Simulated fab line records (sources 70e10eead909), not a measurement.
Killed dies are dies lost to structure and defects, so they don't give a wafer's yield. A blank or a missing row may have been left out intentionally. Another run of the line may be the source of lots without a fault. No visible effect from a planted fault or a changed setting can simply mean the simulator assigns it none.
Which tool did it?	flow nand_harc	Sampling: 24 lots, 72 wafers, 6 of 1302 route steps

## WHAT THE GAUGES READ, wafer by wafer
NHARC_P_CONTACT_OVL_MEAS_13. Usual: overlay_x_nm 0.0 nm, standard deviation 0.89; overlay_y_nm 0.0 nm, standard deviation 0.89.
lot	measured	on	overlay_x_nm (nm)	overlay_y_nm (nm)	flag
L075	day 5 02:28	overlay-02	0.3 0.6 -0.6	0.5 0.6 -0.3	
L074	day 5 03:27	overlay-02	-0.1 0.1 -0.6	-0.6 -0.7 -1.2	
L076	day 5 19:31	overlay-01	-0.8 -0.9 -0.9	1.0 1.3 0.6	
L077	day 5 21:09	overlay-01	0.0 0.1 -0.4	2.2 1.8 1.5	
L078	day 6 10:43	overlay-01	-1.1 -1.4 -1.4	-0.8 0.2 -1.0	
L079	day 7 06:07	overlay-02	2.1 1.3 1.9	-0.8 -0.3 -0.5	
L080	day 7 09:16	overlay-01	-0.1 -0.3 0.2	-0.3 -0.8 -0.1	
L082	day 8 02:13	overlay-01	1.3 1.0 1.0	1.9 1.3 1.7	
L081	day 8 02:31	overlay-01	-0.7 -0.4 0.3	0.6 0.4 0.8	
L084	day 8 20:02	overlay-01	-0.7 -0.6 -0.4	-1.5 -2.0 -1.4	
L083	day 8 20:28	overlay-01	1.6 2.2 1.7	-1.8 -1.6 -1.8	
L085	day 9 12:27	overlay-01	0.0 -0.8 -1.0	0.3 0.1 0.2	
L086	day 9 16:55	overlay-01	-1.4 -1.0 -1.7	-0.2 -0.1 -0.3	
L087	day 10 04:32	overlay-02	-1.4 -1.1 -1.2	1.0 1.5 1.2	
L088	day 10 22:47	overlay-02	0.1 -0.5 0.4	0.5 -0.6 0.5	
L089	day 11 00:52	overlay-01	-0.3 -0.1 0.3	0.1 0.4 0.6	
L090	day 11 12:37	overlay-01	1.1 0.8 1.4	-0.1 -0.5 -0.2	
L091	day 12 01:04	overlay-02	-0.7 -0.8 -0.8	0.2 -0.4 -0.4	
L092	day 12 12:45	overlay-02	-0.2 -0.3 0.0	0.1 0.5 0.5	
L093	day 12 17:44	overlay-02	-0.4 -0.2 -0.4	0.1 0.4 0.0	
L094	day 13 08:37	overlay-01	0.4 0.2 0.0	0.2 -0.1 0.0	
L095	day 13 12:40	overlay-01	0.6 0.5 0.7	-0.1 -0.4 0.7	
L096	day 14 00:53	overlay-02	0.5 0.7 0.5	0.4 1.2 0.7	
L097	day 14 07:18	overlay-01	0.1 -1.3 0.1	-0.4 -0.7 -0.6	

NHARC_P_CONTACT_INSPECT_27. Usual: 290 for raw_defect_count, sd 110.
lot	measured	on	raw_defect_count	flag
L075	day 5 05:48	defect_inspect-02	267 337 777	
L074	day 5 06:50	defect_inspect-01	301 258 321	
L076	day 5 22:56	defect_inspect-01	331 257 313	
L077	day 6 00:31	defect_inspect-02	166 286 209	
L078	day 6 14:02	defect_inspect-02	204 168 401	
L079	day 7 09:44	defect_inspect-01	331 207 371	
L080	day 7 12:38	defect_inspect-02	207 130 161	
L082	day 8 05:23	defect_inspect-02	459 326 368	
L081	day 8 06:16	defect_inspect-02	176 198 554	
L084	day 8 23:23	defect_inspect-01	224 236 223	
L083	day 8 23:44	defect_inspect-01	420 394 332	
L085	day 9 16:11	defect_inspect-02	223 227 308	
L086	day 9 20:16	defect_inspect-01	366 244 251	
L087	day 10 07:43	defect_inspect-01	240 727 337	
L088	day 11 01:57	defect_inspect-02	267 271 305	
L089	day 11 04:02	defect_inspect-01	275 370 219	
L090	day 11 15:47	defect_inspect-02	261 227 192	
L091	day 12 04:19	defect_inspect-01	169 110 173	
L092	day 12 16:00	defect_inspect-01	279 389 285	
L093	day 12 20:55	defect_inspect-01	283 203 395	
L094	day 13 11:47	defect_inspect-02	234 261 273	
L095	day 13 15:50	defect_inspect-01	227 394 258	
L096	day 14 04:28	defect_inspect-01	272 151 325	
L097	day 14 10:28	defect_inspect-02	512 384 500	

## TOOL THAT RAN EACH LOT (tool first, then ch and the chambers of the sampled wafers, then the start)
lot	NHARC_P_GATE_STRIP_112	NHARC_P_GATE_STRIP_76	NHARC_P_CONTACT_DESCUM_17	NHARC_P_CONTACT_CMP_24
L075	plasma_asher-01 ch 0,1, day 4 20:29	plasma_asher-01 ch 0,1, day 4 20:44	rie_diel-11 ch 1,2,3, day 5 02:34	cmp-03 ch 0,2,3, day 5 05:24
L074	plasma_asher-01 ch 0,1, day 4 21:19	plasma_asher-01 ch 0,1, day 4 21:31	rie_diel-02 ch 0,2, day 5 03:34	cmp-01 ch 1,2, day 5 06:26
L076	plasma_asher-01 ch 1, day 5 13:14	plasma_asher-01 ch 1, day 5 13:28	rie_diel-01 ch 2,3, day 5 19:37	cmp-02 ch 0,1,2, day 5 22:34
L077	plasma_asher-02 ch 0,1, day 5 15:26	plasma_asher-02 ch 0,1, day 5 15:37	rie_diel-01 ch 0,1, day 5 21:16	cmp-01 ch 0,1,3, day 6 00:09
L078	plasma_asher-01 ch 0,1, day 6 04:48	plasma_asher-01 ch 0,1, day 6 05:04	rie_diel-02 ch 2,3, day 6 10:50	cmp-03 ch 0,2,3, day 6 13:38
L079	plasma_asher-02 ch 0,1, day 7 00:28	plasma_asher-02 ch 0,1, day 7 00:42	rie_diel-02 ch 1,3, day 7 06:14	cmp-03 ch 2,3, day 7 09:22
L080	plasma_asher-02 ch 0,1, day 7 03:22	plasma_asher-02 ch 0,1, day 7 03:34	rie_diel-02 ch 1,2,3, day 7 09:25	cmp-03 ch 0,1, day 7 12:15
L082	plasma_asher-01 ch 0,1, day 7 20:22	plasma_asher-01 ch 0,1, day 7 20:36	rie_diel-01 ch 0,1,3, day 8 02:19	cmp-01 ch 0,2,3, day 8 04:59
L081	plasma_asher-02 ch 0, day 7 20:30	plasma_asher-02 ch 0, day 7 20:45	rie_diel-02 ch 2,3, day 8 02:37	cmp-02 ch 0,2, day 8 05:53
L084	plasma_asher-01 ch 0,1, day 8 13:58	plasma_asher-01 ch 0,1, day 8 14:14	rie_diel-11 ch 0,2,3, day 8 20:08	cmp-03 ch 1,2,3, day 8 22:59
L083	plasma_asher-02 ch 0,1, day 8 14:31	plasma_asher-02 ch 0,1, day 8 14:47	rie_diel-11 ch 2,3, day 8 20:35	cmp-01 ch 1,3, day 8 23:22
L085	plasma_asher-01 ch 0,1, day 9 06:08	plasma_asher-01 ch 0,1, day 9 06:22	rie_diel-01 ch 0,1,3, day 9 12:34	cmp-01 ch 1,2, day 9 15:47
L086	plasma_asher-01 ch 0,1, day 9 10:58	plasma_asher-01 ch 0,1, day 9 11:14	rie_diel-02 ch 0,1, day 9 17:01	cmp-03 ch 1,2,3, day 9 19:52
L087	plasma_asher-01 ch 0,1, day 9 22:41	plasma_asher-01 ch 0,1, day 9 22:57	rie_diel-11 ch 1,3, day 10 04:38	cmp-01 ch 0,1,2, day 10 07:21
L088	plasma_asher-01 ch 0,1, day 10 17:02	plasma_asher-01 ch 0,1, day 10 17:14	rie_diel-02 ch 2,3, day 10 22:53	cmp-03 ch 0,2,3, day 11 01:35
L089	plasma_asher-02 ch 0,1, day 10 19:02	plasma_asher-02 ch 0,1, day 10 19:19	rie_diel-11 ch 0,1,3, day 11 00:59	cmp-02 ch 2,3, day 11 03:40
L090	plasma_asher-02 ch 0,1, day 11 06:45	plasma_asher-02 ch 0,1, day 11 07:01	rie_diel-02 ch 1,2, day 11 12:43	cmp-01 ch 0,1,3, day 11 15:23
L091	plasma_asher-01 ch 0,1, day 11 19:11	plasma_asher-01 ch 0,1, day 11 19:27	rie_diel-11 ch 0,1,3, day 12 01:11	cmp-03 ch 0,1,3, day 12 03:56
L092	plasma_asher-01 ch 0,1, day 12 06:52	plasma_asher-01 ch 0,1, day 12 07:08	rie_diel-11 ch 1,2, day 12 12:51	cmp-02 ch 0,2,3, day 12 15:35
L093	plasma_asher-01 ch 0,1, day 12 12:01	plasma_asher-01 ch 0,1, day 12 12:15	rie_diel-11 ch 0,1, day 12 17:51	cmp-02 ch 0,1, day 12 20:32
L094	plasma_asher-02 ch 0,1, day 13 02:35	plasma_asher-02 ch 0,1, day 13 02:51	rie_diel-02 ch 0,1, day 13 08:43	cmp-03 ch 0,3, day 13 11:25
L095	plasma_asher-01 ch 0,1, day 13 06:46	plasma_asher-01 ch 0,1, day 13 06:59	rie_diel-02 ch 1,2,3, day 13 12:46	cmp-01 ch 1,2, day 13 15:26
L096	plasma_asher-01 ch 0,1, day 13 19:00	plasma_asher-01 ch 0,1, day 13 19:14	rie_diel-11 ch 0,2,3, day 14 00:59	cmp-01 ch 0,1,3, day 14 04:04
L097	plasma_asher-01 ch 0,1, day 14 01:24	plasma_asher-01 ch 0,1, day 14 01:38	rie_diel-11 ch 0,1,2, day 14 07:24	cmp-03 ch 0,1,3, day 14 10:07
- NHARC_P_GATE_STRIP_112: strips in N2/H2, time 200 s.
- NHARC_P_GATE_STRIP_76: strips in O2.
- NHARC_P_CONTACT_DESCUM_17: chemistry O2, time 3 s.
- NHARC_P_CONTACT_CMP_24: polishes, t overpolish 30 s, target thk 200 nm.

## AS READ BY THE TOOLS THEMSELVES (means over the sampled wafers that have a number; for cases with no such wafer, the mark the record gives instead)
NHARC_P_GATE_STRIP_112. Usual: drypump_motor_current_A 5.9 A, standard deviation 0.37; heater_power_w 83 W, standard deviation 3.1.
lot	tool	drypump_motor_current_A (A)	heater_power_w (W)	flag
L075	plasma_asher-01	5.6	79	
L074	plasma_asher-01	5.6	82	
L076	plasma_asher-01	6.1	83	
L077	plasma_asher-02	6.2	84	
L078	plasma_asher-01	5.6	79	
L079	plasma_asher-02	6.2	84	
L080	plasma_asher-02	6.2	84	
L082	plasma_asher-01	5.6	82	
L081	plasma_asher-02	6.2	83	
L084	plasma_asher-01	5.9	86	
L083	plasma_asher-02	6.2	85	
L085	plasma_asher-01	5.9	84	
L086	plasma_asher-01	5.6	83	
L087	plasma_asher-01	5.6	83	
L088	plasma_asher-01	5.6	83	
L089	plasma_asher-02	6.3	82	
L090	plasma_asher-02	6.3	82	
L091	plasma_asher-01	5.6	83	
L092	plasma_asher-01	5.9	84	
L093	plasma_asher-01	5.9	84	
L094	plasma_asher-02	6.2	83	
L095	plasma_asher-01	5.6	83	
L096	plasma_asher-01	5.6	83	
L097	plasma_asher-01	5.6	81	

NHARC_P_GATE_STRIP_76. Usual: drypump_motor_current_A 5.9 A, standard deviation 0.38; heater_power_w 311 W, standard deviation 12.
lot	tool	drypump_motor_current_A (A)	heater_power_w (W)	flag
L075	plasma_asher-01	5.6	297	
L074	plasma_asher-01	5.6	297	
L076	plasma_asher-01	6.1	317	
L077	plasma_asher-02	6.2	316	
L078	plasma_asher-01	5.6	295	
L079	plasma_asher-02	6.2	314	
L080	plasma_asher-02	6.3	308	
L082	plasma_asher-01	5.6	307	
L081	plasma_asher-02	6.3	304	
L084	plasma_asher-01	5.9	316	
L083	plasma_asher-02	6.2	313	
L085	plasma_asher-01	5.9	316	
L086	plasma_asher-01	5.6	304	
L087	plasma_asher-01	5.6	309	
L088	plasma_asher-01	5.6	310	
L089	plasma_asher-02	6.3	316	
L090	plasma_asher-02	6.3	311	
L091	plasma_asher-01	5.6	308	
L092	plasma_asher-01	5.9	315	
L093	plasma_asher-01	5.9	318	
L094	plasma_asher-02	6.2	313	
L095	plasma_asher-01	5.6	315	
L096	plasma_asher-01	5.6	314	
L097	plasma_asher-01	5.6	307	

NHARC_P_CONTACT_DESCUM_17. Usual: drypump_motor_current_A 5.8 A, standard deviation 0.43; oes_product_au 1.004 a.u., standard deviation 0.0086; rf_vpp_V 57.8 V, standard deviation 0.85; showerhead_plenum_p_Torr 1.93 Torr, standard deviation 0.068; throttle_valve_pct 11.310 %, standard deviation 0.0089.
lot	tool	drypump_motor_current_A (A)	oes_product_au (a.u.)	rf_vpp_V (V)	showerhead_plenum_p_Torr (Torr)	throttle_valve_pct (%)	flag
L075	rie_diel-11	5.7	1.002	57.2	1.98	11.309	
L074	rie_diel-02	6.3	1.015	57.5	1.87	11.309	
L076	rie_diel-01	5.6	1.006	58.4	1.89	11.313	
L077	rie_diel-01	5.4	0.997	57.8	1.89	11.305	
L078	rie_diel-02	5.9	1.007	57.9	1.90	11.295	
L079	rie_diel-02	6.2	1.006	57.9	1.97	11.308	
L080	rie_diel-02	5.9	0.999	58.6	1.91	11.310	
L082	rie_diel-01	5.6	1.001	57.8	1.90	11.314	
L081	rie_diel-02	5.7	1.003	58.0	1.86	11.316	
L084	rie_diel-11	5.6	1.004	58.4	1.99	11.304	
L083	rie_diel-11	5.6	0.998	57.7	1.99	11.303	
L085	rie_diel-01	5.6	0.989	57.4	1.90	11.310	
L086	rie_diel-02	6.6	1.006	58.3	1.93	11.315	
L087	rie_diel-11	5.5	1.009	57.9	2.00	11.313	
L088	rie_diel-02	5.9	1.007	57.8	1.90	11.309	
L089	rie_diel-11	5.7	1.006	57.6	1.97	11.312	
L090	rie_diel-02	5.7	0.991	57.6	1.87	11.307	
L091	rie_diel-11	5.7	1.007	57.5	1.97	11.317	
L092	rie_diel-11	5.9	1.005	58.2	1.94	11.308	
L093	rie_diel-11	5.9	1.002	57.8	1.93	11.302	
L094	rie_diel-02	6.6	1.004	58.0	1.93	11.311	
L095	rie_diel-02	5.9	1.013	58.8	1.91	11.308	
L096	rie_diel-11	5.6	0.997	57.8	1.99	11.319	
L097	rie_diel-11	5.8	1.011	57.8	1.94	11.307	

NHARC_P_CONTACT_CMP_24. Usual: motor_current_A 12.3 A, standard deviation 1.1; overpolish_run_s 30.000 s, standard deviation 0.0089; time_to_endpoint_s 40.3 s, standard deviation 2.9.
lot	tool	motor_current_A (A)	overpolish_run_s (s)	time_to_endpoint_s (s)	flag
L075	cmp-03	12.5	30.000	41.9	
L074	cmp-01	12.1	30.000	40.2	
L076	cmp-02	10.9	30.012	44.1	
L077	cmp-01	12.9	30.006	40.4	
L078	cmp-03	12.4	29.999	38.2	
L079	cmp-03	13.1	30.000	39.6	
L080	cmp-03	12.4	29.992	40.9	
L082	cmp-01	13.5	29.989	41.2	
L081	cmp-02	11.8	29.997	38.0	
L084	cmp-03	12.1	30.003	41.3	
L083	cmp-01	12.4	29.995	40.6	
L085	cmp-01	12.3	30.008	39.7	
L086	cmp-03	12.4	29.999	38.3	
L087	cmp-01	12.8	29.990	42.6	
L088	cmp-03	12.6	29.998	44.6	
L089	cmp-02	11.8	29.994	41.8	
L090	cmp-01	12.8	30.002	41.7	
L091	cmp-03	11.7	30.005	40.5	
L092	cmp-02	11.6	30.002	41.6	
L093	cmp-02	10.1	29.999	41.2	
L094	cmp-03	11.7	30.000	37.3	
L095	cmp-01	12.2	29.994	38.8	
L096	cmp-01	12.8	29.992	39.2	
L097	cmp-03	11.9	30.005	37.8	

## THE ANSWER, worked out from the rows above alone
Rule: take the mean of a lot's wafers that have a number; if it is more than 3 standard deviations from the usual mean, the lot is off. A lot without any number at a reading at which 4 lots or more have one is off too. Any other lot the step has rows for is counted as sound. The gauges are gone through in route order, then the tools' own readings, and for those a lot's mean is taken as printed above. At the first step where some lot is off, the reading lying furthest off is the one used; lots without a number count as furthest.
Across all readings shown, no lot is off: no conclusion can be drawn from this.

## WHAT THE SIMULATOR PUT IN
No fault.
